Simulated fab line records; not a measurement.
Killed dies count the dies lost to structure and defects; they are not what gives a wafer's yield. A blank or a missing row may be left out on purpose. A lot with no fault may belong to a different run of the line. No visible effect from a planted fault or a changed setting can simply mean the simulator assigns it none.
fab line records	flow nandHarc
[record] lots = 15	wafers = 45	lastDay = 34
route steps=1302 shown A_SGD_CUT@916 A_SLIT@923
lots with no fault: from the same line, run without faults
startH: the number of hours between the record's first day and the start of the first shown wafer of the lot	waitH: hours since the lot's step before	" same as the row above	L1.1+2: several wafers, shown together as one row	- no value, or no start given	* or withheld: withheld	< > ~ a bound
route shown NAME@n: NAME is a module with steps in the file, n the number in the route of the first one	usual: mean and standard deviation over wafers with no fault	same: alike in all rows	chamber/n: place in a boat	sites: readings site by site	_std_site: their standard deviation	_edge_site: outer sites' mean less inner sites'	radiusMm: for every site, how far away it sits from the centre of the wafer	mask NAME#n: copy n	behind: tool/chamber where the wafer was last shaped	hold: why the lot was held/for how many hours/how that ended	device: the transistor (n, p or np) that didn't switch	end of line: the tests these same wafers got at the end of their route	a step with no rows: only its recipe	killed: dies lost to structure and defects at the first sort, not the wafer's yield	map: shows each die of a wafer: x if killed, . if not, _ if none is there
set.NAME: setting as actually run; set.NAME@STEP: the setting as run at that earlier step	model.NAME: the simulator's own value behind a step, which no gauge read
one table for each step of the route and one row for each wafer, over a sample of lots
services: a tool's chamber out of use, with start hour (startH, from the record's first day; less than 0 if before it), hours out, and reason
[[steps]]
[step NHARC_A_SGD_CUT_THK_MEAS_22]
[recipe] thkMeasGauge = ellipsometry
[usual] thkNm = 147.9/1.3
lot.wafer	tool	chamber	startH	waitH	thkNm
L402.2	filmMetro-02	-	454.07	0.2	149.7
L402.5	"	-	"	"	147.5
L402.6	"	-	"	"	148.5
L404.2	filmMetro-02	-	467.96	0.2	149.5
L404.5	"	-	"	"	148.8
L404.6	"	-	"	"	147.8
L406.1	filmMetro-02	-	483.16	0.2	147.1
L406.3	"	-	"	"	152.1
L406.5	"	-	"	"	146.4
L405.1	filmMetro-01	-	483.16	0.2	148.3
L405.4	"	-	"	"	148.9
L405.6	"	-	"	"	149.1
L407.1	filmMetro-01	-	507.67	0.2	147.1
L407.2	"	-	"	"	150.0
L407.3	"	-	"	"	147.8
L408.1	filmMetro-01	-	517.03	0.2	148.2
L408.3	"	-	"	"	148.7
L408.6	"	-	"	"	147.5
L410.2	filmMetro-01	-	523.63	0.2	148.3
L410.4	"	-	"	"	146.4
L410.5	"	-	"	"	147.1
L409.2	filmMetro-01	-	523.65	0.2	147.7
L409.4	"	-	"	"	149.3
L409.6	"	-	"	"	147.6
L412.2	filmMetro-02	-	536.06	0.2	148.6
L412.3	"	-	"	"	148.2
L412.4	"	-	"	"	146.8
L411.1	filmMetro-02	-	536.06	0.2	145.9
L411.2	"	-	"	"	148.4
L411.4	"	-	"	"	146.3
L420.2	filmMetro-01	-	614.80	0.2	150.2
L420.3	"	-	"	"	147.9
L420.5	"	-	"	"	146.9
L421.3	filmMetro-02	-	637.98	0.2	147.5
L421.4	"	-	"	"	146.1
L421.6	"	-	"	"	146.3
L422.1	filmMetro-02	-	645.50	0.2	146.5
L422.4	"	-	"	"	146.1
L422.5	"	-	"	"	146.3
L424.3	filmMetro-01	-	666.33	0.2	148.9
L424.4	"	-	"	"	150.2
L424.6	"	-	"	"	145.5
L423.2	filmMetro-02	-	700.65	0.2	147.0
L423.3	"	-	"	"	147.4
L423.6	"	-	"	"	146.7
[step NHARC_A_SLIT_DEP_00]
[recipe] targetThkA = 62000	tempC = 400	material = aC
[usual] throttleValvePct = 35.000/0.0089
lot.wafer	tool	chamber	startH	waitH	throttleValvePct
L402.2	aclDep-03	0	456.35	-	35.004
L402.5	"	0	458.23	-	35.007
L402.6	"	0	"	"	35.002
L404.2	aclDep-03	0	469.46	-	34.997
L404.5	"	0	471.36	-	34.997
L404.6	"	0	"	"	35.002
L406.1	aclDep-02	0	485.54	-	34.991
L406.3	"	0	486.79	-	34.991
L406.5	"	0	488.04	-	35.007
L405.1	aclDep-01	0	486.37	-	35.002
L405.4	"	0	488.25	-	34.995
L405.6	"	0	489.51	-	35.000
L407.1	aclDep-02	0	508.54	-	35.008
L407.2	"	0	"	"	34.980
L407.3	"	0	"	"	34.998
L408.1	aclDep-01	0	518.10	-	34.984
L408.3	"	0	519.35	-	34.996
L408.6	"	0	521.22	-	34.983
L410.2	aclDep-02	0	525.13	-	35.000
L410.4	"	0	526.39	-	35.000
L410.5	"	0	"	"	35.009
L409.2	aclDep-03	0	526.68	2.4	35.005
L409.4	"	0	527.95	3.5	35.000
L409.6	"	0	529.22	4.7	35.001
L412.2	aclDep-01	0	537.55	-	35.008
L412.3	"	0	"	"	34.993
L412.4	"	0	"	"	34.999
L411.1	aclDep-03	0	537.59	-	35.002
L411.2	"	0	"	"	35.000
L411.4	"	0	539.45	-	35.006
L420.2	aclDep-03	0	616.30	-	35.004
L420.3	"	0	"	"	34.985
L420.5	"	0	618.16	-	35.003
L421.3	aclDep-02	0	640.21	-	35.005
L421.4	"	0	"	"	35.001
L421.6	"	0	642.08	-	34.990
L422.1	aclDep-03	0	649.37	-	35.007
L422.4	"	0	651.21	-	34.996
L422.5	"	0	"	"	35.010
L424.3	aclDep-01	0	674.51	7.3	35.002
L424.4	"	0	"	"	35.000
L424.6	"	0	676.38	9.1	35.023
L423.2	aclDep-02	0	702.25	-	35.002
L423.3	"	0	"	"	35.008
L423.6	"	0	704.77	-	34.996
[step NHARC_A_SLIT_DEVELOP_08]
[recipe] developTimeS = 35	devTempC = 23
[usual] chillPlateTempC = 22.99/0.1	developTimeS = 35/0
lot.wafer	tool	chamber	startH	waitH	chillPlateTempC	developTimeS
L402.2	lithoTrack-04	0	460	-	23.11	35
L402.5	"	0	"	"	23.06	35
L402.6	"	0	"	"	23.14	35
L404.2	lithoTrack-06	0	473	-	23.07	35
L404.5	"	0	"	"	23.04	35
L404.6	"	0	"	"	23.17	35
L406.1	lithoTrack-01	0	489	-	23.05	35
L406.3	"	0	"	"	22.87	35
L406.5	"	0	"	"	23.11	35
L405.1	lithoTrack-04	0	490	-	22.99	35
L405.4	"	0	"	"	23.07	35
L405.6	"	0	"	"	22.99	35
L407.1	lithoTrack-04	0	512	-	22.91	35
L407.2	"	0	"	"	23.02	35
L407.3	"	0	"	"	23.02	35
L408.1	lithoTrack-04	0	522	-	22.93	35
L408.3	"	0	"	"	23.04	35
L408.6	"	0	"	"	23.01	35
L410.2	lithoTrack-06	0	528	-	22.90	35
L410.4	"	0	"	"	22.93	35
L410.5	"	0	"	"	23.00	35
L409.2	lithoTrack-04	-	530	-	-	-
L409.4	"	-	"	"	-	-
L409.6	"	-	"	"	-	-
L412.2	lithoTrack-01	-	541	-	-	-
L412.3	"	-	"	"	-	-
L412.4	"	-	"	"	-	-
L411.1	lithoTrack-01	-	541	-	-	-
L411.2	"	-	"	"	-	-
L411.4	"	-	"	"	-	-
L420.2	lithoTrack-01	0	619	-	22.93	35
L420.3	"	0	"	"	22.89	35
L420.5	"	0	"	"	22.88	35
L421.3	lithoTrack-01	0	643	-	22.88	35
L421.4	"	0	"	"	23.03	35
L421.6	"	0	"	"	22.90	35
L422.1	lithoTrack-06	0	653	-	22.98	35
L422.4	"	0	"	"	23.07	35
L422.5	"	0	"	"	22.85	35
L424.3	lithoTrack-06	0	677	-	23.12	35
L424.4	"	0	"	"	23.14	35
L424.6	"	0	"	"	23.19	35
L423.2	lithoTrack-04	0	706	-	23.03	35
L423.3	"	0	"	"	23.12	35
L423.6	"	0	"	"	23.03	35
[step NHARC_A_SLIT_ETCH_15]
[recipe] targetDepthA = 62000	overEtchFrac = 0.3	timeS = 1612	ionEnergyEv = 150	o2FlowSccm = 400	cosFlowSccm = 20	arFlowSccm = 0	rfW = 500	biasW = 300	chemistry = O2/COS
[usual] drypumpMotorCurrentA = 5.6/0.47	oesProductAu = 1.004/0.0081	rfVppV = 313.1/1.8	showerheadPlenumPTorr = 3.05/0.11	throttleValvePct = 28.329/0.0091
lot.wafer	tool	chamber	startH	waitH	drypumpMotorCurrentA	oesProductAu	rfHoursCounterH	rfVppV	showerheadPlenumPTorr	throttleValvePct
L402.2	rieDiel-08	2	-	-	6.0	1.003	3.7	310.8	2.95	28.307
L402.6	"	0	"	"	5.4	1.002	-	314.7	3.18	28.341
L402.5	"	3	"	"	6.2	1.006	-	313.5	3.09	28.322
L404.2	rieDiel-08	0	-	-	5.4	0.998	4.7	316.7	3.18	28.321
L404.5	"	0	"	"	5.4	1.000	-	315.0	3.18	28.324
L404.6	"	2	"	"	6.0	0.990	-	311.6	2.95	28.322
L406.3	rieDiel-08	3	-	-	6.2	1.014	6.2	313.2	3.08	28.320
L406.1	"	0	"	"	5.4	1.010	6.3	314.8	3.18	28.322
L406.5	"	2	"	"	6.0	1.008	-	310.6	2.94	28.333
L405.1	rieDiel-13	1	-	-	5.2	0.999	10.1	313.1	3.01	28.340
L405.4	"	3	"	"	6.3	1.006	10.6	311.7	2.93	28.316
L405.6	"	0	"	"	5.1	0.995	-	310.0	2.98	28.352
L407.2	rieDiel-08	2	-	-	6.0	1.008	8.2	313.0	2.94	28.324
L407.3	"	3	"	"	6.2	1.015	7.1	313.9	3.08	28.327
L407.1	"	0	"	"	5.4	1.017	7.3	314.1	3.18	28.334
L408.3	rieDiel-08	3	-	-	6.2	1.009	8.6	312.8	3.08	28.332
L408.1	"	0	"	"	5.4	1.008	8.3	314.3	3.18	28.329
L408.6	"	3	"	"	6.2	1.002	-	313.7	3.08	28.325
L410.4	rieDiel-08	1	-	-	5.4	1.001	7.8	316.8	3.26	28.331
L410.2	"	0	"	"	5.4	1.004	8.9	314.5	3.18	28.344
L410.5	"	1	"	"	5.4	1.012	-	316.5	3.26	28.351
L409.2	rieDiel-06	1	-	-	6.4	0.996	1.8	312.7	2.96	28.329
L409.4	"	0	"	"	5.4	0.993	1.6	311.3	2.94	28.324
L409.6	"	1	"	"	6.4	1.005	-	312.5	2.96	28.333
L412.2	rieDiel-06	2	-	-	5.0	1.012	3.1	315.5	3.18	28.320
L412.4	"	3	"	"	5.5	0.999	2.5	310.0	2.92	28.333
L412.3	"	0	"	"	5.4	0.993	3.0	311.0	2.94	28.333
L411.2	rieDiel-08	3	-	-	6.2	1.002	10.3	313.4	3.08	28.336
L411.4	"	1	"	"	5.4	1.015	9.0	316.2	3.25	28.339
L411.1	"	2	"	"	6.0	1.018	12.1	310.6	2.94	28.330
L420.2	rieDiel-08	3	620.42	0.1	6.2	1.016	3.8	312.8	3.08	28.320
L420.3	"	3	"	"	6.2	1.021	-	314.7	3.08	28.330
L420.5	"	1	"	"	5.4	1.018	-	315.5	3.25	28.338
L421.3	rieDiel-13	3	-	-	6.4	1.007	5.8	311.2	2.93	28.338
L421.4	"	0	"	"	5.1	1.008	6.1	311.7	2.98	28.328
L421.6	"	1	"	"	5.2	1.010	-	313.4	3.00	28.337
L422.4	rieDiel-08	0	-	-	5.4	1.008	4.2	316.1	3.18	28.323
L422.1	"	2	"	"	6.0	1.012	3.8	311.5	2.94	28.335
L422.5	"	3	"	"	6.2	1.011	-	313.2	3.08	28.330
L424.4	rieDiel-13	3	-	-	6.3	1.004	6.8	310.7	2.92	28.335
L424.3	"	2	"	"	5.0	1.011	5.5	313.3	3.13	28.335
L424.6	"	0	"	"	5.1	0.998	-	311.6	2.98	28.339
L423.3	rieDiel-06	2	-	-	5.0	1.004	2.1	314.2	3.17	28.332
L423.2	"	1	"	"	6.4	0.987	2.2	311.3	2.96	28.326
L423.6	"	3	"	"	5.5	0.990	-	311.4	2.91	28.343
[[services]]
tool	chamber	startH	hours	kind
rieDiel-08	1	455.69	19.6	repair
rieDiel-13	0	456.72	2.7	repair
aclDep-03	-	483.13	13.0	pm
rieDiel-06	-	484.20	9.0	pm
lithoTrack-01	-	505.00	7.0	pm
rieDiel-13	-	519.00	9.0	pm
lithoTrack-06	-	529.00	7.0	pm
rieDiel-13	-	541.21	0.1	repair
rieDiel-08	2	543.72	8.3	repair
rieDiel-08	-	544.80	9.0	pm
rieDiel-13	1	547.43	2.7	repair
lithoTrack-04	-	553.00	7.0	pm
aclDep-01	-	555.18	13.0	pm
rieDiel-06	2	562.81	5.6	repair
rieDiel-13	2	577.55	21.9	repair
aclDep-02	-	609.09	13.0	pm
rieDiel-08	2	610.05	13.6	repair
rieDiel-08	0	619.22	10.3	repair
rieDiel-08	2	625.18	7.9	repair
rieDiel-08	-	648.21	1.0	repair
rieDiel-06	1	648.42	4.4	repair
aclDep-03	-	664.18	13.0	pm
lithoTrack-01	-	680.00	7.0	pm
lithoTrack-06	-	704.00	7.0	pm
[[key]]
[firstSign] step = NHARC_A_SLIT_DEVELOP_08	reading = toolRecord	direction = missing
effect none on later readings
metAt NHARC_A_SLIT_DEVELOP_08
struckLots L409,L411,L412
laterRowsLeftOut L409.2,L409.4,L409.6,L411.1,L411.2,L411.4,L412.2,L412.3,L412.4
sortLeftOut L409.2,L409.4,L409.6,L411.1,L411.2,L411.4,L412.2,L412.3,L412.4
testerLeftOut L409,L411,L412
notActingAt NHARC_A_SGD_CUT_THK_MEAS_22,NHARC_A_SLIT_DEP_00,NHARC_A_SLIT_ETCH_15
onsetBetween 522 530
[fault] kind = skippedStepWhole	tool = lithoTrack-01,lithoTrack-04	chamber = -	onsetH = 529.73	steps = NHARC_A_SLIT_DEVELOP_08	scope = struckLotsOnly
// testerLeftOut: of these lots the tester's yield and bins aren't shown, on N5 and GAA mostly nor the transistor test; their killed dies are dies lost to structure and defects alone, not to doping, threshold or leakage, so they don't give the yield
// sortLeftOut: the simulated sort isn't trusted on such a fault, so these wafers' sort isn't shown, and their yield isn't known
// laterRowsLeftOut: the simulator's readings of these wafers behind a module that went badly wrong aren't trusted and aren't shown, but for the sort
